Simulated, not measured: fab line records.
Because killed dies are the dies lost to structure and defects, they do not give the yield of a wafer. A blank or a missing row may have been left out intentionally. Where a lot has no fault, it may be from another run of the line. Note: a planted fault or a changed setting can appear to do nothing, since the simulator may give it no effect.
Matching of chambers / flow n5_finfet / N5_MOL_CONTACT_COAG_CO_FILL_22 on cvd_co-01: 3 sister chambers
The step material Co, precursor CCTBA/H2, target thk 20 nm. 6 wafers are shown with their chamber, then 8 later ones without.

## WAFERS WITH THEIR CHAMBER
wafer=L396.1; chamber=1; heater_power_w (W)=226
wafer=L403.3; chamber=2; heater_power_w (W)=209
wafer=L404.1; chamber=2; heater_power_w (W)=214
wafer=L404.2; chamber=1; heater_power_w (W)=229
wafer=L404.5; chamber=0; heater_power_w (W)=224
wafer=L406.1; chamber=0; heater_power_w (W)=227

## WAFERS WHOSE CHAMBER IS MISSING
wafer=L406.3; heater_power_w (W)=234
wafer=L406.6; heater_power_w (W)=223
wafer=L414.3; heater_power_w (W)=227
wafer=L414.5; heater_power_w (W)=203
wafer=L414.6; heater_power_w (W)=229
wafer=L415.1; heater_power_w (W)=211
wafer=L415.2; heater_power_w (W)=231
wafer=L415.6; heater_power_w (W)=232

## THE CHAMBER EACH PASSED THROUGH
wafer=L406.3; from the rows above=can't be placed: 1 or 0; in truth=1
wafer=L406.6; from the rows above=can't be placed: 0 or 1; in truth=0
wafer=L414.3; from the rows above=can't be placed: 1 or 0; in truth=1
wafer=L414.5; from the rows above=2; in truth=2
wafer=L414.6; from the rows above=can't be placed: 1 or 0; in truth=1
wafer=L415.1; from the rows above=2; in truth=2
wafer=L415.2; from the rows above=can't be placed: 1 or 0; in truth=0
wafer=L415.6; from the rows above=can't be placed: 1 or 0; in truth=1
Placed correctly: 2 of 8. Unplaceable from these rows: 6, with the true chamber sitting among the candidates in 6. Wrongly placed: 0.
How it was worked out, from the rows above alone: a wafer's distance from a chamber is the root of the sum, over the readings, of the square of ((its reading less the chamber's mean) divided by the reading's scatter). The wafer belongs to the nearest chamber; if the next one is less than 2 further off, it can't be placed. The mean given for a chamber averages the wafers shown for that chamber. The scatter: the root of (the sum of the squares of (reading less its chamber's mean) over the shown wafers, divided by (wafers less chambers)).
